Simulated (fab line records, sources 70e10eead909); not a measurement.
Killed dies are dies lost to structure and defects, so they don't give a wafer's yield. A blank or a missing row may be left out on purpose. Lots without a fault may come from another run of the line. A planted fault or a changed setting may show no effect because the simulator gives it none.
fab line records | flow nand_harc
record lots=12 wafers=36 last_day=24
route steps=1159 shown A_CONTACT@899 END@1159
lots that met no fault: from a run of the same line without faults
start_h: hours from the record's first day to the start of the lot's first wafer shown | wait_h: hours since the lot's step before | " the same as in the row above | L1.1+2: a row that stands for several wafers | - no value, or no start given | * or withheld: withheld | < > ~ a bound
route shown NAME@n: a module of which the file shows steps, and the number in the route of the first | usual: mean/standard deviation of fault-free wafers | same: alike in all rows | chamber/n: place in a boat | sites: the reading at each site | _std_site: their standard deviation | _edge_site: outer sites' mean less inner sites' | radius_mm: how far each site lies from the wafer's centre | mask NAME#n: copy n | behind: the tool/chamber that last shaped the wafer | hold: why the lot was held/for how many hours/how that ended | device: the transistor (n, p or np) that didn't switch | end of line: the same wafers' tests at the end of the route | a step without rows: its recipe alone | killed: dies lost to structure and defects at the first sort, not the wafer's yield | map: a wafer's dies, x killed, . not, _ none there
set.NAME: the setting as run; set.NAME@STEP: as run at that earlier step | model.NAME: the simulator's own value behind a step, which no gauge read
steps of the route over a sample of lots; a table a step, a row a wafer
services: from which hour (start_h, from the record's first day; less than 0 if before it) a tool's chamber was out of use, for how many hours, and why
## steps
# step NHARC_A_CONTACT_DESCUM_74
# recipe time_s=3 o2_flow_sccm=200 ar_flow_sccm=0 bias_power_w=0 chemistry=O2
# usual drypump_motor_current_A=5.8/0.53 oes_product_au=1.000/0.0076 rf_vpp_V=57.8/0.83 showerhead_plenum_p_Torr=1.93/0.086 throttle_valve_pct=11.311/0.0093
# columns lot.wafer tool chamber start_h wait_h drypump_motor_current_A oes_product_au rf_hours_counter_h rf_vpp_V showerhead_plenum_p_Torr throttle_valve_pct
L609.3 rie_diel-05 2 386.78 0.1 5.7 1.007 13 58.1 1.91 11.306
L609.2 " 0 " " 6.1 0.995 15 57.9 2.03 11.310
L609.1 " 1 " " 5.9 1.000 14 57.5 2.01 11.304
L608.1 rie_diel-06 3 387.41 0.1 6.6 0.992 29 58.9 2.00 11.306
L608.2 " 0 " " 5.3 1.002 26 57.3 1.88 11.293
L608.6 " 0 " " 5.3 1.000 - 57.5 1.89 11.320
L611.1 rie_diel-06 2 427.39 0.1 5.0 1.009 0 56.9 2.00 11.298
L611.5 " 2 " " 5.0 1.005 - 59.1 2.00 11.304
L611.6 " 3 " " 6.6 0.999 - 58.8 2.00 11.317
L616.2 rie_diel-05 2 440.64 0.1 5.6 1.001 35 57.9 1.90 11.306
L616.6 " 1 " " 5.9 1.006 - 57.9 2.00 11.308
L616.5 " 2 " " 5.6 1.017 - 57.3 1.90 11.312
L619.3 rie_diel-06 0 468.80 0.1 5.3 1.003 8 57.6 1.88 11.304
L619.4 " 3 " " 6.6 1.007 8 58.3 2.00 11.310
L619.6 " 0 " " 5.3 1.006 - 56.7 1.88 11.329
L621.1 rie_diel-06 0 472.37 0.1 5.3 1.004 8 58.6 1.88 11.321
L621.3 " 3 " " 6.6 1.013 8 58.1 2.00 11.310
L621.6 " 0 " " 5.3 1.012 - 57.4 1.88 11.318
L620.1 rie_diel-06 0 474.09 0.1 5.3 0.994 9 57.0 1.88 11.313
L620.5 " 3 " " 6.7 0.999 - 56.5 2.00 11.313
L620.6 " 0 " " 5.3 0.992 - 55.5 1.88 11.308
L625.1 rie_diel-06 3 486.70 0.1 6.6 1.013 11 58.6 2.00 11.305
L625.6 " 3 " " 6.6 1.004 - 56.8 2.00 11.311
L625.5 " 0 " " 5.3 1.016 - 59.0 1.88 11.324
L624.3 rie_diel-13 3 492.31 0.1 6.3 0.997 11 57.6 1.96 11.326
L624.2 " 0 " " 5.8 0.990 9 58.5 2.05 11.319
L624.6 " 3 " " 6.4 1.005 - 57.5 1.96 11.309
L622.1 rie_diel-13 3 504.12 0.1 6.3 0.997 15 57.3 1.96 11.303
L622.6 " 1 " " 6.2 0.989 - 57.9 1.84 11.310
L622.5 " 2 " " 5.8 0.991 - 58.0 1.91 11.312
L627.3 rie_diel-06 1 509.29 0.1 5.5 1.003 17 57.6 1.77 11.325
L627.6 " 0 " " 5.3 1.005 - 57.9 1.88 11.339
L627.5 " 1 " " 5.4 1.000 - 56.5 1.77 11.312
L626.4 rie_diel-06 1 511.27 0.1 5.4 0.999 17 57.7 1.77 11.311
L626.3 " 0 " " 5.3 1.004 17 56.5 1.88 11.311
L626.6 " 2 " " 5.0 0.999 - 57.2 2.00 11.302
# step NHARC_A_CONTACT_ETCH_125
# recipe source_w=withheld pressure_mtorr=20 bias_v=1200 time_s=155 target_depth_a=9560 ar_flow_sccm=withheld c4f8_flow_sccm=withheld o2_flow_sccm=withheld chemistry=C4F8/O2/Ar
# usual chamber_pressure_mTorr=20.001/0.018 oes_air_line_au=1.001/0.02
# columns lot.wafer tool chamber start_h wait_h chamber_pressure_mTorr oes_air_line_au rf_hours_counter_h
L609.2 har_cap_etch-03 0 388.10 0.2 19.987 1.013 86
L609.1 " 1 " " 19.992 1.026 86
L609.3 " 0 " " 19.992 1.024 -
L608.1 har_cap_etch-01 1 388.75 0.2 20.017 0.991 61
L608.2 " 0 " " 19.981 0.987 61
L608.6 " 1 " " 20.010 0.992 -
L611.1 har_cap_etch-01 1 428.82 0.2 20.015 1.039 66
L611.6 " 0 " " 20.030 0.991 -
L611.5 " 1 " " 20.024 1.046 -
L616.2 har_cap_etch-03 0 442.00 0.2 20.022 0.990 93
L616.6 " 1 " " 19.969 0.988 -
L616.5 " 0 " " 20.003 1.026 -
L619.4 har_cap_etch-02 1 470.17 0.1 19.998 1.037 -
L619.3 " 0 " " 20.009 0.993 -
L619.6 " 1 " " 19.966 1.014 -
L621.1 har_cap_etch-02 0 473.82 0.2 20.007 0.997 24
L621.3 " 1 " " 19.996 0.984 -
L621.6 " 0 " " 19.991 1.002 -
L620.1 har_cap_etch-03 0 475.58 0.2 19.995 0.987 99
L620.6 " 0 " " 20.018 1.009 -
L620.5 " 1 " " 19.990 1.027 -
L625.1 har_cap_etch-03 1 488.03 0.2 20.013 0.999 103
L625.5 " 1 " " 20.007 1.039 -
L625.6 " 0 " " 19.986 1.002 -
L624.2 har_cap_etch-01 0 493.66 0.2 20.017 1.027 78
L624.3 " 1 " " 19.979 1.028 -
L624.6 " 1 " " 19.973 1.009 -
L622.1 har_cap_etch-03 1 505.45 0.2 19.983 1.011 105
L622.5 " 0 " " 19.999 0.970 -
L622.6 " 1 " " 19.996 1.002 -
L627.3 har_cap_etch-03 0 510.71 0.1 19.992 0.976 -
L627.5 " 1 " " 20.004 1.017 -
L627.6 " 0 " " 19.967 0.985 -
L626.4 har_cap_etch-02 1 512.63 0.1 19.992 0.980 -
L626.3 " 0 " " 19.990 1.021 -
L626.6 " 1 " " 20.006 0.997 -
# step NHARC_A_CONTACT_ETCH_127
# recipe source_w=withheld pressure_mtorr=20 bias_v=1200 time_s=155 target_depth_a=9560 ar_flow_sccm=withheld c4f8_flow_sccm=withheld o2_flow_sccm=withheld chemistry=C4F8/O2/Ar
# usual chamber_pressure_mTorr=20.002/0.019 oes_air_line_au=1.002/0.018
# columns lot.wafer tool chamber start_h wait_h chamber_pressure_mTorr oes_air_line_au rf_hours_counter_h
L609.2 har_cap_etch-03 0 388.38 0.1 - - -
L609.1 " 1 " " - - -
L609.3 " 0 " " - - -
L608.1 har_cap_etch-01 1 389.04 0.1 - - -
L608.2 " 0 " " - - -
L608.6 " 1 " " - - -
L611.1 har_cap_etch-01 1 429.10 0.1 19.991 1.007 66
L611.6 " 0 " " 20.000 1.024 -
L611.5 " 1 " " 20.024 1.002 -
L616.2 har_cap_etch-03 0 442.28 0.1 20.000 1.016 94
L616.6 " 1 " " 20.017 0.987 -
L616.5 " 0 " " 20.026 0.996 -
L619.4 har_cap_etch-02 1 470.45 0.1 19.968 1.022 -
L619.3 " 0 " " 19.990 1.032 -
L619.6 " 1 " " 19.992 1.036 -
L621.1 har_cap_etch-02 0 474.11 0.1 19.971 0.993 25
L621.3 " 1 " " 20.027 0.986 -
L621.6 " 0 " " 20.005 0.991 -
L620.1 har_cap_etch-03 0 475.86 0.1 19.979 0.977 100
L620.6 " 0 " " 19.991 0.994 -
L620.5 " 1 " " 19.987 1.012 -
L625.1 har_cap_etch-03 1 488.31 0.1 20.003 1.009 103
L625.5 " 1 " " 19.972 1.003 -
L625.6 " 0 " " 19.982 1.006 -
L624.2 har_cap_etch-01 0 493.94 0.1 20.005 0.992 78
L624.3 " 1 " " 19.994 0.982 -
L624.6 " 1 " " 20.007 1.007 -
L622.1 har_cap_etch-03 1 505.74 0.1 20.010 1.031 106
L622.5 " 0 " " 20.009 0.971 -
L622.6 " 1 " " 19.985 1.026 -
L627.3 har_cap_etch-03 0 510.99 0.1 20.029 0.986 -
L627.5 " 1 " " 20.016 0.984 -
L627.6 " 0 " " 19.985 0.955 -
L626.4 har_cap_etch-02 1 512.92 0.1 19.996 1.021 -
L626.3 " 0 " " 19.969 1.004 -
L626.6 " 1 " " 19.964 0.992 -
# step NHARC_A_CONTACT_ETCH_131
# recipe source_w=withheld pressure_mtorr=20 bias_v=1200 time_s=155 target_depth_a=9560 ar_flow_sccm=withheld c4f8_flow_sccm=withheld o2_flow_sccm=withheld chemistry=C4F8/O2/Ar
# usual chamber_pressure_mTorr=20.001/0.019 oes_air_line_au=1.001/0.018
# columns lot.wafer tool chamber start_h wait_h chamber_pressure_mTorr oes_air_line_au rf_hours_counter_h
L609.2 har_cap_etch-03 0 388.95 0.1 20.013 0.985 87
L609.1 " 1 " " 19.993 0.998 87
L609.3 " 0 " " 19.980 1.013 -
L608.1 har_cap_etch-01 1 389.60 0.1 19.989 1.006 62
L608.2 " 0 " " 19.990 0.993 62
L608.6 " 1 " " 20.008 0.982 -
L611.1 har_cap_etch-01 1 429.67 0.1 20.015 1.028 66
L611.6 " 0 " " 19.963 0.994 -
L611.5 " 1 " " 20.003 1.004 -
L616.2 har_cap_etch-03 0 442.84 0.1 19.978 1.026 94
L616.6 " 1 " " 20.007 1.000 -
L616.5 " 0 " " 19.987 1.024 -
L619.4 har_cap_etch-02 1 471.02 0.1 20.004 1.000 -
L619.3 " 0 " " 20.009 1.021 -
L619.6 " 1 " " 19.999 0.983 -
L621.1 har_cap_etch-02 0 474.67 0.1 20.007 1.005 25
L621.3 " 1 " " 19.954 1.011 -
L621.6 " 0 " " 19.989 1.012 -
L620.1 har_cap_etch-03 0 476.43 0.1 20.023 1.030 100
L620.6 " 0 " " 20.006 0.995 -
L620.5 " 1 " " 20.005 1.039 -
L625.1 har_cap_etch-03 1 488.88 0.1 19.989 1.004 103
L625.5 " 1 " " 20.025 1.012 -
L625.6 " 0 " " 20.009 1.013 -
L624.2 har_cap_etch-01 0 494.51 0.1 20.016 1.004 79
L624.3 " 1 " " 20.004 0.997 -
L624.6 " 1 " " 20.000 1.023 -
L622.1 har_cap_etch-03 1 506.31 0.1 20.045 1.002 106
L622.5 " 0 " " 19.986 0.994 -
L622.6 " 1 " " 20.016 1.025 -
L627.3 har_cap_etch-03 0 511.56 0.1 20.019 1.004 -
L627.5 " 1 " " 20.007 1.027 -
L627.6 " 0 " " 19.999 1.034 -
L626.4 har_cap_etch-02 1 513.49 0.1 20.029 0.982 -
L626.3 " 0 " " 20.026 1.004 -
L626.6 " 1 " " 20.017 0.974 -
# step NHARC_END_SORT_01
# recipe temp_c=25
# usual killed_at_array=31/12 killed_at_other=0.6/0.85 killed_at_periphery=3.0/2.3 killed_dies=35/12 killed_open=3.2/1.9 killed_short=1.8/1.4
# same gross_dies=677
# columns lot.wafer tool chamber start_h wait_h killed_at_array killed_at_other killed_at_periphery killed_dies killed_open killed_short
L609.1 prober-01 0 445.59 2.5 672 0 5 677 3 2
L609.2 prober-01 0 446.39 2.8 675 0 2 677 3 2
L609.3 prober-01 0 447.19 3.1 674 0 3 677 1 4
L608.1 prober-02 0 453.39 2.5 675 0 2 677 3 3
L608.2 prober-02 0 454.21 2.8 676 0 1 677 3 1
L608.6 prober-02 0 457.49 4.1 676 0 1 677 1 3
# killed by level:class
L609.1 A_CONTACT:area_etch=661 A_CHANNEL_HOLE_D1:chamber_film_flake=3 P_ZERO_WELL:chamber_film_flake=2 A_SLIT:chamber_film_flake=2 A_CONTACT:chamber_film_flake=2 P_CONTACT:geometric_particle:open=1 P_M2:geometric_particle:open=1 A_SOURCE_PLATE:geometric_particle:open=1
L609.2 A_CONTACT:area_etch=659 A_CONTACT:chamber_film_flake=5 A_STAIRCASE:chamber_film_flake=3 A_CHANNEL_HOLE_D1:chamber_film_flake=2 P_ZERO_WELL:geometric_particle:open=1 A_CHANNEL_FILL_D1:geometric_particle:short=1 A_SGD_CUT:geometric_particle:short=1 A_WL_FILL:geometric_particle:open=1
L609.3 A_CONTACT:area_etch=667 P_M0:geometric_particle:short=2 A_CONTACT:chamber_film_flake=2 P_CONTACT:geometric_particle:open=1 A_SOURCE_PLATE:geometric_particle:short=1 A_SGD_CUT:geometric_particle:short=1 A_ZERO_WELL:chamber_film_flake=1 A_CHANNEL_HOLE_D1:chamber_film_flake=1
L608.1 A_CONTACT:area_etch=636 A_CHANNEL_HOLE_D1:chamber_film_flake=17 A_SLIT:chamber_film_flake=10 A_CONTACT:chamber_film_flake=4 A_STAIRCASE:chamber_film_flake=3 P_CONTACT:geometric_particle:short=1 A_SOURCE_PLATE:geometric_particle:open=1 A_ONON_D1:geometric_particle:short=1
L608.2 A_CONTACT:area_etch=646 A_CHANNEL_HOLE_D1:chamber_film_flake=13 A_SLIT:chamber_film_flake=8 A_STAIRCASE:chamber_film_flake=5 P_CONTACT:geometric_particle:open=1 A_SGD_CUT:geometric_particle:short=1 A_BLC:geometric_particle:open=1 A_M0:geometric_particle:open=1
L608.6 A_CONTACT:area_etch=646 A_SLIT:chamber_film_flake=13 A_CHANNEL_HOLE_D1:chamber_film_flake=11 A_STAIRCASE:chamber_film_flake=2 P_M1:geometric_particle:short=1 A_ONON_D1:geometric_particle:open=1 A_CHANNEL_FILL_D1:geometric_particle:short=1 A_CONTACT:geometric_particle:short=1
## services
# columns tool chamber start_h hours kind
rie_diel-06 0 372.72 - clean
rie_diel-06 1 372.72 - clean
rie_diel-06 2 372.72 - clean
rie_diel-06 3 372.72 - clean
rie_diel-05 2 373.55 2.0 repair
rie_diel-06 0 397.37 - clean
rie_diel-06 1 397.37 - clean
rie_diel-06 2 397.37 - clean
rie_diel-06 3 397.37 - clean
rie_diel-06 - 418.20 9.0 pm
rie_diel-06 0 418.20 9.0 vent_cycle
rie_diel-06 1 418.20 9.0 vent_cycle
rie_diel-06 2 418.20 9.0 vent_cycle
rie_diel-06 3 418.20 9.0 vent_cycle
rie_diel-06 0 427.20 - clean
rie_diel-06 1 427.20 - clean
rie_diel-06 2 427.20 - clean
rie_diel-06 3 427.20 - clean
rie_diel-06 0 451.70 - clean
rie_diel-06 1 451.70 - clean
rie_diel-06 2 451.70 - clean
rie_diel-13 - 453.14 9.0 pm
rie_diel-06 3 475.93 7.0 repair
rie_diel-05 2 479.22 14.6 repair
## key
first_sign step=NHARC_A_CONTACT_ETCH_127 reading=tool_record direction=missing
effect step=NHARC_END_SORT_01 reading=killed_dies direction=up sigmas=56 usual=35 struck=677
more_kills_born_at NHARC_A_CONTACT_ETCH_127@har_cap_etch-03=1987 NHARC_A_CONTACT_ETCH_127@har_cap_etch-01=1928
met_at NHARC_A_CONTACT_ETCH_127
struck_lots L608,L609
later_rows_left_out L608.1,L608.2,L608.6,L609.1,L609.2,L609.3
tester_left_out L608,L609
not_acting_at NHARC_A_CONTACT_DESCUM_74,NHARC_A_CONTACT_ETCH_125,NHARC_A_CONTACT_ETCH_131
fault kind=skipped_step_whole tool=har_cap_etch-01,har_cap_etch-03 chamber=- onset_h=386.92 steps=NHARC_A_CONTACT_ETCH_127 scope=struck_lots_only
# tester_left_out: of these lots the tester's yield and bins aren't shown, on N5 and GAA mostly nor the transistor test; their killed dies are dies lost to structure and defects alone, not to doping, threshold or leakage, so they don't give the yield
# later_rows_left_out: the simulator's readings of these wafers behind a module that went badly wrong aren't trusted and aren't shown, but for the sort
